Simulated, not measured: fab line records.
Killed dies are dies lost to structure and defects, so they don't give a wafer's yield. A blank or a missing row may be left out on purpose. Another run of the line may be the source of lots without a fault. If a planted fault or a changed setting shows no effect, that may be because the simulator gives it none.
fab line records	flow nand_harc
record: lots: 14	wafers: 40	last_day: 32
route steps=1302 shown P_GATE@209 P_CONTACT@227 END@1302
lots with no fault: from the same line, run without faults
start_h: hours from the record's opening day to when the first of the lot's shown wafers began	wait_h: how many hours have passed since the lot's step before this one	" as in the row above	L1.1+2: a row that stands for several wafers	- no value present, or no start provided	* or withheld: withheld	< > ~ a bound
route shown NAME@n: a module of which the file shows steps, and the number in the route of the first	usual: average and standard deviation across the fault-free wafers	same: alike in all rows	chamber/n: place in a boat	sites: the reading at each site	_std_site: standard deviation of those values	_edge_site: mean of outer sites minus mean of inner sites	radius_mm: for every site, how far away it sits from the centre of the wafer	mask NAME#n: copy n	behind: the tool/chamber that last shaped the wafer	hold: cause of the lot's hold/its duration in hours/its outcome	device: which transistor (n, p or np) failed to switch	end of line: tests of these same wafers at the route's end	where a step has no rows: the recipe by itself	killed: at the first sort, the dies lost to defects and structure; wafer yield is something else	map: the dies of a wafer, with x for killed, . for not killed, _ for no die there
set.NAME: the setting that was run; set.NAME@STEP: the one run at that earlier step	model.NAME: the simulator's own value behind a step, which no gauge read
the route's steps for a sample of lots (tables are steps, rows are wafers)
services: from which hour (start_h, from the record's first day; less than 0 if before it) a tool's chamber was out of use, for how many hours, and why
== steps ==
step: NHARC_P_GATE_DEGAS_109
recipe: temp_c: 300	time_s: 60
usual: heater_power_w: 461/61
lot.wafer	tool	chamber	start_h	wait_h	heater_power_w
L719.3	pvd_sputter-01	-	111.70	0.1	500
L719.4	"	-	"	"	406
L719.6	"	-	"	"	585
L720.4	pvd_sputter-03	-	129.64	0.1	459
L720.3	"	-	"	"	522
L720.5	"	-	"	"	508
L722.2	pvd_sputter-01	-	149.83	0.1	514
L722.4	"	-	"	"	593
L722.1	"	-	"	"	480
L723.4	pvd_sputter-01	-	156.81	0.1	405
L723.2	"	-	"	"	487
L723.6	"	-	"	"	518
L726.1	pvd_sputter-02	-	183.84	0.1	383
L726.2	"	-	"	"	477
L727.1	pvd_sputter-02	-	197.20	0.1	361
L727.2	"	-	"	"	476
L734.3	pvd_sputter-03	-	261.39	0.1	511
L734.2	"	-	"	"	504
L734.5	"	-	"	"	506
L733.2	pvd_sputter-02	-	262.01	0.1	427
L733.5	"	-	"	"	500
L733.6	"	-	"	"	368
L735.1	pvd_sputter-03	-	273.85	0.1	501
L735.2	"	-	"	"	456
L735.6	"	-	"	"	496
L736.2	pvd_sputter-01	-	285.22	0.1	572
L736.3	"	-	"	"	503
L736.5	"	-	"	"	516
L737.4	pvd_sputter-01	-	298.26	0.1	497
L737.5	"	-	"	"	588
L737.6	"	-	"	"	488
L738.4	pvd_sputter-03	-	309.30	0.1	462
L738.5	"	-	"	"	503
L738.6	"	-	"	"	517
L739.3	pvd_sputter-02	-	309.98	0.1	501
L739.4	"	-	"	"	401
L739.1	"	-	"	"	419
L741.2	pvd_sputter-02	-	332.76	0.1	406
L741.5	"	-	"	"	397
L741.6	"	-	"	"	412
step: NHARC_P_CONTACT_SOFTBAKE_07
recipe: temp_c: 105	time_s: 55
usual: chill_plate_temp_C: 22.99/0.11	heater_power_total_W: 188.44/0.14
lot.wafer	tool	chamber	start_h	wait_h	chill_plate_temp_C	heater_power_total_W
L719.3	litho_track-06	0	113	-	22.75	188.40
L719.4	"	0	"	"	22.96	188.42
L719.6	"	0	"	"	22.85	188.39
L720.3	litho_track-04	0	131	-	23.02	188.38
L720.4	"	0	"	"	23.11	188.32
L720.5	"	0	"	"	22.94	188.31
L722.1	litho_track-04	0	151	-	22.86	188.29
L722.2	"	0	"	"	22.90	188.51
L722.4	"	0	"	"	23.15	188.34
L723.2	litho_track-06	0	158	-	23.15	188.35
L723.4	"	0	"	"	23.23	188.30
L723.6	"	0	"	"	23.10	188.72
L726.1	litho_track-06	0	186	-	23.04	222.53
L726.2	"	0	"	"	23.08	222.56
L727.1	litho_track-06	0	199	-	23.07	222.87
L727.2	"	0	"	"	22.92	222.50
L734.2	litho_track-06	0	263	-	23.05	188.67
L734.3	"	0	"	"	22.99	188.26
L734.5	"	0	"	"	23.04	188.52
L733.2	litho_track-01	0	264	-	23.11	188.43
L733.5	"	0	"	"	22.98	188.32
L733.6	"	0	"	"	23.00	188.33
L735.1	litho_track-06	0	276	-	22.82	188.30
L735.2	"	0	"	"	22.94	188.41
L735.6	"	0	"	"	22.92	188.30
L736.2	litho_track-01	0	287	-	23.04	188.47
L736.3	"	0	"	"	23.14	188.34
L736.5	"	0	"	"	22.92	188.34
L737.4	litho_track-04	0	300	-	23.05	188.41
L737.5	"	0	"	"	23.08	188.33
L737.6	"	0	"	"	23.15	188.35
L738.4	litho_track-04	0	311	-	23.06	188.34
L738.5	"	0	"	"	22.99	188.41
L738.6	"	0	"	"	22.88	188.80
L739.1	litho_track-04	0	312	-	22.86	188.28
L739.3	"	0	"	"	23.04	188.58
L739.4	"	0	"	"	23.17	188.38
L741.2	litho_track-06	0	334	-	22.94	188.49
L741.5	"	0	"	"	22.91	188.72
L741.6	"	0	"	"	23.02	188.44
step: NHARC_P_CONTACT_CD_MEAS_19
usual: cd_nm: 89.4/1.2
lot.wafer	tool	chamber	start_h	wait_h	cd_nm
L719.3	cd_sem-01	-	115.42	-	86.7
L719.4	"	-	"	"	88.6
L719.6	"	-	"	"	86.5
L720.3	cd_sem-01	-	133.34	-	89.1
L720.4	"	-	"	"	91.3
L720.5	"	-	"	"	89.6
L722.1	cd_sem-02	-	153.32	-	90.8
L722.2	"	-	"	"	90.7
L722.4	"	-	"	"	89.2
L723.2	cd_sem-02	-	160.31	-	87.3
L723.4	"	-	"	"	90.4
L723.6	"	-	"	"	90.5
L726.1	cd_sem-02	-	187.62	-	91.5
L726.2	"	-	"	"	90.8
L727.1	cd_sem-02	-	200.70	-	89.5
L727.2	"	-	"	"	89.3
L734.2	cd_sem-02	-	264.87	-	87.2
L734.3	"	-	"	"	89.0
L734.5	"	-	"	"	86.8
L733.2	cd_sem-02	-	265.62	-	89.6
L733.5	"	-	"	"	87.9
L733.6	"	-	"	"	91.9
L735.1	cd_sem-03	-	277.65	-	90.7
L735.2	"	-	"	"	88.4
L735.6	"	-	"	"	88.6
L736.2	cd_sem-01	-	288.86	-	89.5
L736.3	"	-	"	"	90.7
L736.5	"	-	"	"	87.1
L737.4	cd_sem-03	-	301.78	-	90.1
L737.5	"	-	"	"	88.6
L737.6	"	-	"	"	90.9
L738.4	cd_sem-02	-	312.79	-	89.9
L738.5	"	-	"	"	89.2
L738.6	"	-	"	"	90.6
L739.1	cd_sem-01	-	313.70	-	88.8
L739.3	"	-	"	"	86.8
L739.4	"	-	"	"	89.7
L741.2	cd_sem-03	-	336.73	-	88.1
L741.5	"	-	"	"	90.4
L741.6	"	-	"	"	88.6
step: NHARC_P_CONTACT_STRIP_28
recipe: o2_flow_sccm: 500	ar_flow_sccm: 0	bias_w: 0	chemistry: O2
usual: drypump_motor_current_A: 5.7/0.52	oes_product_au: 1.000/0.0071	rf_vpp_V: 57.7/0.95	showerhead_plenum_p_Torr: 3.50/0.16	throttle_valve_pct: 17.037/0.0096
lot.wafer	tool	chamber	start_h	wait_h	drypump_motor_current_A	oes_product_au	rf_hours_counter_h	rf_vpp_V	showerhead_plenum_p_Torr	throttle_valve_pct
L719.3	rie_diel-10	2	115.49	0.1	6.1	1.002	1.2	59.2	3.68	17.047
L719.4	"	0	"	"	6.4	0.986	1.3	57.9	3.45	17.035
L719.6	"	2	"	"	6.1	1.001	-	58.1	3.68	17.015
L720.3	rie_diel-05	2	133.43	0.1	4.9	0.981	2.3	58.0	3.33	17.044
L720.4	"	1	"	"	6.2	0.994	-	58.0	3.46	17.041
L720.5	"	3	"	"	6.0	0.996	-	57.2	3.33	17.033
L722.1	rie_diel-01	3	153.41	0.1	5.3	1.002	5.1	55.8	3.36	17.040
L722.2	"	0	"	"	5.3	0.999	5.0	58.7	3.36	17.023
L722.4	"	1	"	"	6.5	0.997	5.2	57.7	3.50	17.054
L723.4	rie_diel-05	3	160.38	0.1	6.0	0.997	2.8	57.2	3.33	17.038
L723.2	"	0	"	"	5.8	1.006	2.2	58.0	3.62	17.058
L723.6	"	3	"	"	6.0	1.005	-	58.2	3.33	17.039
L726.1	rie_diel-10	0	187.72	0.1	6.4	1.000	3.6	56.3	3.45	17.046
L726.2	"	1	"	"	4.8	0.994	3.5	58.7	3.80	17.043
L727.1	rie_diel-01	3	200.79	0.1	5.3	1.003	7.4	57.4	3.36	17.054
L727.2	"	0	"	"	5.3	0.997	7.3	57.5	3.36	17.031
L734.2	rie_diel-01	3	264.96	0.1	5.3	1.015	3.4	57.4	3.36	17.023
L734.3	"	0	"	"	5.3	1.012	3.0	57.3	3.36	17.037
L734.5	"	3	"	"	5.3	1.013	-	56.5	3.36	17.034
L733.2	rie_diel-05	3	265.69	0.1	6.0	1.005	1.1	57.5	3.33	17.020
L733.6	"	3	"	"	6.0	0.992	-	56.9	3.33	17.038
L733.5	"	0	"	"	5.8	0.984	-	57.9	3.62	17.034
L735.2	rie_diel-01	2	277.72	0.1	5.6	1.005	3.9	58.2	3.69	17.051
L735.1	"	3	"	"	5.3	1.002	3.7	56.7	3.36	17.048
L735.6	"	3	"	"	5.3	1.001	-	58.1	3.36	17.044
L736.2	rie_diel-01	2	288.94	0.1	5.5	1.004	4.8	57.9	3.69	17.033
L736.3	"	0	"	"	5.3	1.007	4.1	56.8	3.36	17.030
L736.5	"	1	"	"	6.5	1.000	-	58.2	3.50	17.037
L737.4	rie_diel-01	0	301.85	0.1	5.3	0.998	4.6	56.6	3.36	17.030
L737.5	"	0	"	"	5.3	1.002	-	55.4	3.36	17.046
L737.6	"	1	"	"	6.6	0.989	-	57.2	3.50	17.031
L738.4	rie_diel-01	1	312.90	0.1	6.5	0.994	5.6	57.4	3.50	17.027
L738.5	"	2	"	"	5.6	1.000	-	58.2	3.69	17.050
L738.6	"	3	"	"	5.3	1.006	-	58.2	3.36	17.045
L739.4	rie_diel-10	3	313.79	0.1	5.6	1.001	1.9	57.9	3.78	17.035
L739.3	"	0	"	"	6.4	0.985	1.9	58.4	3.45	17.038
L739.1	"	1	"	"	4.8	1.009	1.8	59.9	3.79	17.040
L741.2	rie_diel-01	0	336.84	0.1	5.3	1.003	6.8	58.4	3.36	17.024
L741.6	"	1	"	"	6.6	1.009	-	59.5	3.50	17.038
L741.5	"	3	"	"	5.3	1.005	-	58.0	3.36	17.030
step: NHARC_END_SORT_01
recipe: temp_c: 25
usual: killed_at_array: 60/21	killed_at_other: 1.0/1.2	killed_at_periphery: 4.2/2.8	killed_dies: 65/20	killed_open: 3.1/1.8	killed_short: 2.6/1.6
same: gross_dies: 677
lot.wafer	tool	chamber	start_h	wait_h	killed_at_array	killed_at_other	killed_at_periphery	killed_dies	killed_open	killed_short
L727.2	prober-01	0	657.21	2.8	77	2	2	81	5	3
L737.4	prober-02	0	767.34	3.4	51	3	4	58	2	2
L737.5	prober-02	0	768.14	3.7	43	1	1	45	3	3
L737.6	prober-02	0	768.93	4.0	35	0	2	37	3	1
killed by level:class
L727.2 A_SLIT:chamber_film_flake=26 A_CHANNEL_HOLE_D1:chamber_film_flake=21 A_CHANNEL_HOLE_D2:chamber_film_flake=13 A_CONTACT:chamber_film_flake=4 A_BONDPAD:chamber_film_flake=3 A_CHANNEL_FILL_D1:geometric_particle:open=2 A_CHANNEL_FILL_D2:chamber_film_flake=2 THIN_TSV:chamber_film_flake=2
L737.4 A_CHANNEL_HOLE_D2:chamber_film_flake=24 A_CHANNEL_HOLE_D1:chamber_film_flake=10 A_BLC:chamber_film_flake=5 A_CONTACT:chamber_film_flake=3 A_SLIT:chamber_film_flake=3 THIN_TSV:chamber_film_flake=3 A_STAIRCASE:chamber_film_flake=2 P_CONTACT:geometric_particle:short=1
L737.5 A_CHANNEL_HOLE_D2:chamber_film_flake=19 A_SLIT:chamber_film_flake=7 A_CONTACT:chamber_film_flake=4 A_WL_FILL:geometric_particle:short=2 A_CHANNEL_FILL_D1:chamber_film_flake=2 A_WL_FILL:chamber_film_flake=2 A_BLC:chamber_film_flake=2 P_M0:geometric_particle:short=1
L737.6 A_CHANNEL_HOLE_D2:chamber_film_flake=15 A_CHANNEL_HOLE_D1:chamber_film_flake=9 A_SLIT:chamber_film_flake=2 A_CONTACT:chamber_film_flake=2 P_STI:geometric_particle:open=1 A_SOURCE_PLATE:geometric_particle:short=1 A_ONON_D1:geometric_particle:open=1 A_DECK1_JOINT:geometric_particle:open=1
== services ==
tool	chamber	start_h	hours	kind
rie_diel-05	3	90.79	4.4	repair
rie_diel-01	1	94.97	7.3	repair
pvd_sputter-02	-	104.00	10.0	pm
rie_diel-01	0	109.83	5.6	repair
rie_diel-05	0	119.39	14.6	repair
pvd_sputter-03	-	130.45	5.2	repair
rie_diel-01	0	140.90	2.1	repair
rie_diel-05	2	146.39	7.0	repair
rie_diel-01	1	154.84	5.8	repair
pvd_sputter-02	-	155.54	1.2	repair
rie_diel-01	3	164.61	8.9	repair
pvd_sputter-03	-	170.00	10.0	pm
litho_track-06	-	179.00	7.0	pm
pvd_sputter-01	-	181.12	5.5	repair
rie_diel-05	3	195.47	11.0	repair
litho_track-04	-	203.01	7.0	pm
rie_diel-01	-	203.80	9.0	pm
pvd_sputter-01	-	210.73	6.8	repair
pvd_sputter-01	-	226.03	10.0	pm
pvd_sputter-02	-	276.73	14.3	repair
rie_diel-01	3	282.49	8.5	repair
pvd_sputter-02	-	326.31	6.0	repair
pvd_sputter-03	-	330.39	1.0	repair
rie_diel-01	2	334.59	3.0	repair
== key ==
first_sign: step: NHARC_P_CONTACT_SOFTBAKE_07	reading: heater_power_total_W	direction: up	sigmas: 99+	usual: *	struck: *
effect none on later readings
met_at NHARC_P_CONTACT_SOFTBAKE_07
struck_lots L726,L727
struck_wafers L726.1,L726.2,L727.1,L727.2
tester_left_out L726,L727
not_acting_at NHARC_P_GATE_DEGAS_109,NHARC_P_CONTACT_CD_MEAS_19,NHARC_P_CONTACT_STRIP_28
onset_between 158 186
fault: kind: process_parameter_drift	tool: litho_track-06	chamber: -	onset_h: 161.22	steps: NHARC_P_CONTACT_SOFTBAKE_07	channel: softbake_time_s	offset: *	shape: step	end_h: 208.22	scope: struck_wafers_only	acts_in: *	stated: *
tester_left_out: of these lots the tester's yield and bins aren't shown, on N5 and GAA mostly nor the transistor test; their killed dies are dies lost to structure and defects alone, not to doping, threshold or leakage, so they don't give the yield
